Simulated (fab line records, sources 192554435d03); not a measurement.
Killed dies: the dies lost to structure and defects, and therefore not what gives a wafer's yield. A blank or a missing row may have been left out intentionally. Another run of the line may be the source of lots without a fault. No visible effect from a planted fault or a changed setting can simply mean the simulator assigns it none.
fab line records	flow n5Finfet
record lots=11	wafers=31	lastDay=19
route steps=1938 shown WELL_APT@29 PMOS_HMC_CHANNEL_EPI@57 BEOL_M4@1111 PASSIVATION@1936
lots that met no fault: taken from a fault-free run of the same line
startH: hours from the record's first day to the start of the lot's first wafer shown	waitH: how many hours have passed since the lot's step before this one	" as in the row above	L1.1+2: several wafers, shown together as one row	- no value, or no start was given	* or withheld: withheld	< > ~ a bound
route shown NAME@n: a module of which the file shows steps, and the number in the route of the first	usual: mean and standard deviation over wafers with no fault	same: alike in all rows	chamber/n: place in a boat	sites: readings site by site	_std_site: standard deviation of those values	_edge_site: the outer-site mean with the inner-site mean subtracted	radiusMm: for every site, how far away it sits from the centre of the wafer	mask NAME#n: copy n	behind: the tool/chamber that last shaped the wafer	hold: the reason the lot was held/the length of the hold in hours/how it ended	device: whichever transistor did not switch (one of n, p or np)	end of line: at the end of the route, the tests of the same wafers	for a step that has no rows: nothing shown but its recipe	killed: at the first sort, the dies lost to defects and structure; wafer yield is something else	map: dies across one wafer; x = killed, . = not, _ = none there
set.NAME: the setting the step ran with; set.NAME@STEP: the setting that earlier step ran with	model.NAME: the simulator's own value behind a step, which no gauge read
the route's steps for a sample of lots (tables are steps, rows are wafers)
services: when a tool's chamber went out of use (startH, in hours from the record's first day, below 0 if earlier), for how many hours, and the reason
## steps
# step N5_WELL_APT_OVL_MEAS_09
# recipe pointsPerWafer=44
# usual NWELL_OVL=1/4.8
# same pointsPerWafer=44
lot.wafer	tool	chamber	startH	waitH	NWELL_OVL[nm]
L614.2	overlay-02	0	13.71	0.0	-11
L614.3	"	0	"	"	1
L614.6	"	0	"	"	-7
L615.1	overlay-01	0	20.00	0.0	-5
L615.2	"	0	"	"	-6
L615.5	"	0	"	"	0
L617.1	overlay-02	0	31.95	0.0	-3
L617.5	"	0	"	"	0
L617.6	"	0	"	"	8
L622.1	overlay-02	0	62.04	0.0	-2
L622.2	"	0	"	"	3
L622.5	"	0	"	"	2
L623.3	overlay-02	0	67.71	0.0	-5
L623.5	"	0	"	"	1
L623.6	"	0	"	"	-6
L626.3	overlay-01	0	85.71	0.0	6
L626.4	"	0	"	"	12
L626.6	"	0	"	"	8
L630.3	overlay-01	0	109.72	0.0	-6
L630.4	"	0	"	"	11
L630.6	"	0	"	"	6
L631.2	overlay-02	0	115.85	0.0	6
L631.4	"	0	"	"	2
L631.6	"	0	"	"	2
L633.1	overlay-01	0	127.59	0.0	10
L633.5	"	0	"	"	11
L634.2	overlay-02	0	133.60	0.0	1
L634.3	"	0	"	"	7
L634.6	"	0	"	"	-3
L637.2	overlay-01	0	151.74	0.0	1
L637.3	"	0	"	"	5
# step N5_WELL_APT_OVL_MEAS_26
# recipe pointsPerWafer=44
# usual PWELL_OVL=-3/5
# same pointsPerWafer=44
lot.wafer	tool	chamber	startH	waitH	PWELL_OVL[nm]
L614.2	overlay-01	0	15.10	0.0	1
L614.3	"	0	"	"	-1
L614.6	"	0	"	"	3
L615.1	overlay-02	0	21.25	0.0	-9
L615.2	"	0	"	"	4
L615.5	"	0	"	"	-1
L617.1	overlay-01	0	33.19	0.0	8
L617.5	"	0	"	"	-1
L617.6	"	0	"	"	-8
L622.1	overlay-01	0	63.31	0.0	1
L622.2	"	0	"	"	-1
L622.5	"	0	"	"	1
L623.3	overlay-02	0	68.94	0.0	-2
L623.5	"	0	"	"	-4
L623.6	"	0	"	"	-3
L626.3	overlay-01	0	87.17	0.0	8
L626.4	"	0	"	"	1
L626.6	"	0	"	"	1
L630.3	overlay-02	0	110.97	0.0	-3
L630.4	"	0	"	"	-3
L630.6	"	0	"	"	0
L631.2	overlay-02	0	117.40	0.0	-9
L631.4	"	0	"	"	0
L631.6	"	0	"	"	0
L633.1	overlay-01	0	128.71	0.0	-5
L633.5	"	0	"	"	-12
L634.2	overlay-01	0	134.72	0.0	-2
L634.3	"	0	"	"	3
L634.6	"	0	"	"	0
L637.2	overlay-01	0	154.22	0.0	-6
L637.3	"	0	"	"	-5
# step N5_PMOS_HMC_CHANNEL_EPI_HM_DEP_34
# recipe material=SiO2	targetThkA=360	tempC=400	precursor=TEOS/O2	pressureTorr=6.5	rfW=900	teosFlowSccm=161.4	gas=O2	flowSccm=2650	timeS=6.9
# usual heaterPowerW=581/110	showerheadPlenumPTorr=8.36/0.035	throttleValvePct=18.9/0.94
lot.wafer	tool	chamber	startH	waitH	heaterPowerW	showerheadPlenumPTorr	throttleValvePct
L614.2	pecvd-03	2	17.19	0.0	561	8.38	18.8
L614.3	"	1	"	"	525	8.37	17.9
L614.6	"	2	"	"	551	8.40	18.8
L615.1	pecvd-02	1	23.45	0.0	681	8.33	18.6
L615.2	"	0	"	"	492	8.35	18.9
L615.5	"	1	"	"	722	8.37	18.6
L617.1	pecvd-04	1	35.55	0.0	665	8.42	19.4
L617.5	"	0	"	"	659	8.29	20.7
L617.6	"	1	"	"	662	8.40	19.5
L622.1	pecvd-02	1	65.08	0.0	687	8.35	18.8
L622.2	"	2	"	"	530	8.35	17.4
L622.5	"	2	"	"	382	8.37	17.3
L623.3	pecvd-02	1	70.83	0.0	569	8.37	18.6
L623.5	"	1	"	"	562	8.36	18.8
L623.6	"	0	"	"	485	8.36	19.3
L626.3	pecvd-03	0	88.92	0.0	459	8.38	18.4
L626.4	"	0	"	"	451	8.36	18.0
L626.6	"	2	"	"	447	8.38	18.8
L630.3	pecvd-02	1	113.11	0.0	647	8.35	18.6
L630.4	"	2	"	"	425	8.34	17.8
L630.6	"	0	"	"	493	8.37	19.5
L631.2	pecvd-03	1	119.70	0.0	605	8.37	18.2
L631.4	"	0	"	"	446	8.37	18.0
L631.6	"	2	"	"	524	8.40	18.8
L633.1	pecvd-02	0	130.92	0.0	444	8.38	19.4
L633.5	"	2	"	"	507	8.32	17.6
L634.2	pecvd-04	1	136.46	0.0	715	8.36	19.7
L634.3	"	0	"	"	745	8.27	20.8
L634.6	"	0	"	"	731	8.27	21.0
L637.2	pecvd-03	2	156.22	0.0	523	8.38	19.0
L637.3	"	0	"	"	405	8.36	18.2
# step N5_PMOS_HMC_CHANNEL_EPI_COAT_03
# recipe resist=CAR-ArF-block	spinRpm=1500	resistThkNm=205
# usual spinSpeedRpm=1499.9/0.89
lot.wafer	tool	chamber	startH	waitH	spinSpeedRpm
L614.2	lithoTrack-02	0	17.25	-	1501.0
L614.3	"	0	"	"	1500.4
L614.6	"	0	"	"	1500.3
L615.1	lithoTrack-02	0	23.53	-	1500.1
L615.2	"	0	"	"	1500.9
L615.5	"	0	"	"	1499.2
L617.1	lithoTrack-05	0	35.61	-	1499.5
L617.5	"	0	"	"	1500.4
L617.6	"	0	"	"	1500.5
L622.1	lithoTrack-05	0	65.14	-	1499.9
L622.2	"	0	"	"	1499.8
L622.5	"	0	"	"	1497.8
L623.3	lithoTrack-05	0	70.89	-	1500.1
L623.5	"	0	"	"	1500.5
L623.6	"	0	"	"	1498.3
L626.3	lithoTrack-05	0	88.98	-	1499.0
L626.4	"	0	"	"	1499.7
L626.6	"	0	"	"	1500.8
L630.3	lithoTrack-05	0	113.17	-	1577.5
L630.4	"	0	"	"	1578.2
L630.6	"	0	"	"	1577.3
L631.2	lithoTrack-05	0	119.76	-	1576.6
L631.4	"	0	"	"	1578.0
L631.6	"	0	"	"	1576.8
L633.1	lithoTrack-02	0	130.98	-	1497.8
L633.5	"	0	"	"	1500.5
L634.2	lithoTrack-02	0	136.52	-	1500.2
L634.3	"	0	"	"	1500.8
L634.6	"	0	"	"	1499.3
L637.2	lithoTrack-02	0	156.28	-	1499.5
L637.3	"	0	"	"	1499.7
# step N5_BEOL_M4_RC_MEAS_101
# usual DIBL_N=37.2/2.1	DIBL_P=37.3/2.3	IOFF_N=0.18/0.041	IOFF_P=0.24/0.042	ION_N=680/13	ION_P=466/7.7	SS_N=71.8/0.68	SS_P=73.5/0.66	VT_N=249/3.6	VT_P=-248/3.4
lot.wafer	tool	chamber	startH	waitH	DIBL_N[mV/V]	DIBL_P[mV/V]	IOFF_N[nA/um]	IOFF_P[nA/um]	ION_N[uA/um]	ION_P[uA/um]	SS_N[mV/dec]	SS_P[mV/dec]	VT_N[mV]	VT_P[mV]
L614.2	prober-02	0	176.10	0.2	36.9	36.3	0.16	0.22	673	467	71.0	72.9	248	-250
L614.3	"	0	"	"	36.9	36.9	0.16	0.22	670	467	71.6	73.0	247	-248
L614.6	"	0	"	"	37.2	37.8	0.18	0.23	678	466	71.7	73.3	249	-248
L615.1	prober-01	0	185.02	0.0	34.4	34.0	0.15	0.20	677	472	70.9	73.2	249	-249
L615.2	"	0	"	"	33.4	33.2	0.13	0.17	665	455	70.7	73.0	250	-254
L615.5	"	0	"	"	35.9	36.3	0.18	0.23	684	463	71.7	73.2	245	-247
L617.1	prober-01	0	193.23	0.0	39.2	39.5	0.23	0.27	705	473	71.8	74.0	243	-247
L617.5	"	0	"	"	38.1	37.7	0.19	0.23	689	468	72.9	73.8	248	-252
L617.6	"	0	"	"	39.9	41.7	0.27	0.32	712	482	72.1	74.1	242	-243
L622.1	prober-01	0	211.60	0.0	34.2	34.9	0.13	0.18	669	460	71.1	72.9	252	-253
L622.2	"	0	"	"	36.8	37.7	0.17	0.24	677	465	71.3	73.5	246	-247
L622.5	"	0	"	"	38.3	39.7	0.22	0.27	696	475	72.6	73.5	242	-247
L623.3	prober-02	0	228.33	0.3	35.3	36.0	0.16	0.26	686	475	72.0	73.8	249	-244
L623.5	"	0	"	"	33.3	34.3	0.13	0.22	670	473	70.9	73.4	250	-246
L623.6	"	0	"	"	36.0	36.6	0.18	0.28	686	477	71.9	73.5	249	-240
L626.3	prober-01	0	262.26	0.5	42.6	43.0	0.30	0.35	715	480	72.6	74.8	241	-246
L626.4	"	0	"	"	39.3	38.8	0.20	0.26	678	464	72.6	73.9	249	-251
L626.6	"	0	"	"	40.7	41.2	0.24	0.31	700	470	72.9	74.8	244	-248
L630.3	prober-02	0	271.24	0.3	34.8	34.9	0.13	0.19	678	467	71.0	72.9	255	-248
L630.4	"	0	"	"	36.9	38.3	0.16	0.25	687	475	71.2	73.7	251	-245
L630.6	"	0	"	"	35.8	37.3	0.15	0.23	685	470	71.2	72.9	252	-249
L631.2	prober-01	0	305.43	0.2	39.4	40.3	0.22	0.30	684	479	73.5	74.3	247	-246
L631.4	"	0	"	"	39.5	40.7	0.21	0.31	675	470	72.4	74.2	250	-244
L631.6	"	0	"	"	35.9	37.1	0.16	0.23	677	469	70.9	73.5	249	-247
L633.1	prober-01	0	308.36	0.4	37.3	36.5	0.15	0.20	673	461	71.4	73.8	254	-255
L633.5	"	0	"	"	39.4	38.5	0.18	0.23	673	456	72.3	74.2	254	-252
L634.2	prober-02	0	313.11	0.2	38.3	36.8	0.17	0.22	676	462	71.4	73.8	248	-248
L634.3	"	0	"	"	37.0	34.8	0.15	0.20	687	465	71.8	72.7	250	-249
L634.6	"	0	"	"	36.4	35.6	0.15	0.21	677	474	71.5	73.0	250	-249
L637.2	prober-02	0	336.04	0.2	37.5	36.9	0.18	0.25	675	466	72.0	73.6	251	-249
L637.3	"	0	"	"	38.1	37.8	0.20	0.27	677	463	72.2	74.2	248	-245
# step N5_PASSIVATION_PROBE_49
# usual defectLimitedYield=91.0/1.6	killed_at_M0_to_M3=35/11	killed_at_M4_up=14/5.3	killedAtContacts=13/6.7	killedAtFrontEnd=41/12	killedAtOther=3.9/2.7	killedDies=106/19	killedOpen=70/14	killedShort=35/8.8	sort_bin_4_leakage=0.01/0.058	sort_bin_5_function=5.3/1	sort_bin_6_memory=3.3/0.81	sortNPass=1073/19	sortYieldPct=91.0/1.6
# same grossDies=1180	killedAtBackSide=0	sort_bin_8_speed[%]=0
lot.wafer	tool	chamber	startH	waitH	defectLimitedYield[%]	killed_at_M0_to_M3	killed_at_M4_up	killedAtContacts	killedAtFrontEnd	killedAtOther	killedDies	killedOpen	killedShort	sort_bin_4_leakage[%]	sort_bin_5_function[%]	sort_bin_6_memory[%]	sortNPass	sortYieldPct[%]
L630.4	prober-01	-	387.83	0.2	90.4	41	16	15	29	12	113	83	29	0	5.3	4.1	1067	90.4
L631.6	prober-02	-	409.20	0.3	89.8	39	10	16	48	7	120	79	41	0	6.0	3.7	1060	89.8
# killed by level:class
L630.4 MOL_CONTACT_COAG:geometricParticle:open=14 BEOL_M0_SAQP:geometricParticle:open=10 BEOL_M1:geometricParticle:open=9 BEOL_M0_SAQP:geometricParticle:short=8 BEOL_M4:geometricParticle:open=6 FIN_SAQP:geometricParticle:open=5 STI_FIN_REVEAL:geometricParticle:open=5 FIN_SAQP:geometricParticle:short=4
L631.6 FIN_SAQP:geometricParticle:open=14 MOL_CONTACT_COAG:geometricParticle:open=14 BEOL_M0_SAQP:geometricParticle:short=11 BEOL_M0_SAQP:geometricParticle:open=10 FIN_SAQP:geometricParticle:short=8 BEOL_M1:geometricParticle:open=7 STI_FIN_REVEAL:geometricParticle:open=6 DUMMY_GATE:geometricParticle:open=6
## services
tool	chamber	startH	hours	kind
lithoTrack-05	-	4.88	-	consumableReplace:filter
pecvd-03	2	5.35	5.5	scheduledDown
pecvd-03	1	19.71	5.5	scheduledDown
pecvd-02	2	21.12	-	clean
pecvd-02	2	21.12	-	consumableReplace:showerhead
pecvd-02	2	21.12	29.0	scheduledDown
pecvd-02	2	21.12	29.0	ventCycle
lithoTrack-05	-	21.34	-	consumableReplace:filter
pecvd-04	-	25.80	2.8	pm
pecvd-03	0	54.69	5.5	scheduledDown
pecvd-02	0	68.37	2.1	scheduledDown
pecvd-02	2	70.50	2.1	scheduledDown
pecvd-02	1	72.63	2.1	scheduledDown
pecvd-02	1	93.91	5.5	scheduledDown
pecvd-02	1	104.30	5.0	scheduledDown
pecvd-03	0	125.38	3.8	repair
pecvd-02	-	127.83	1.1	repair
## key
firstSign step=N5_PMOS_HMC_CHANNEL_EPI_COAT_03	reading=spinSpeedRpm	direction=up	sigmas=87	usual=*	struck=*
effect none on later readings
metAt N5_PMOS_HMC_CHANNEL_EPI_COAT_03
struckLots L630,L631
notActingAt N5_WELL_APT_OVL_MEAS_09,N5_WELL_APT_OVL_MEAS_26,N5_PMOS_HMC_CHANNEL_EPI_HM_DEP_34
onsetBetween 88.98 113.17
fault kind=processParameterDrift	tool=lithoTrack-05	chamber=-	onsetH=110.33	steps=N5_PMOS_HMC_CHANNEL_EPI_COAT_03	channel=spinRpm	offset=*	shape=step	endH=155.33	actsIn=*	stated=*
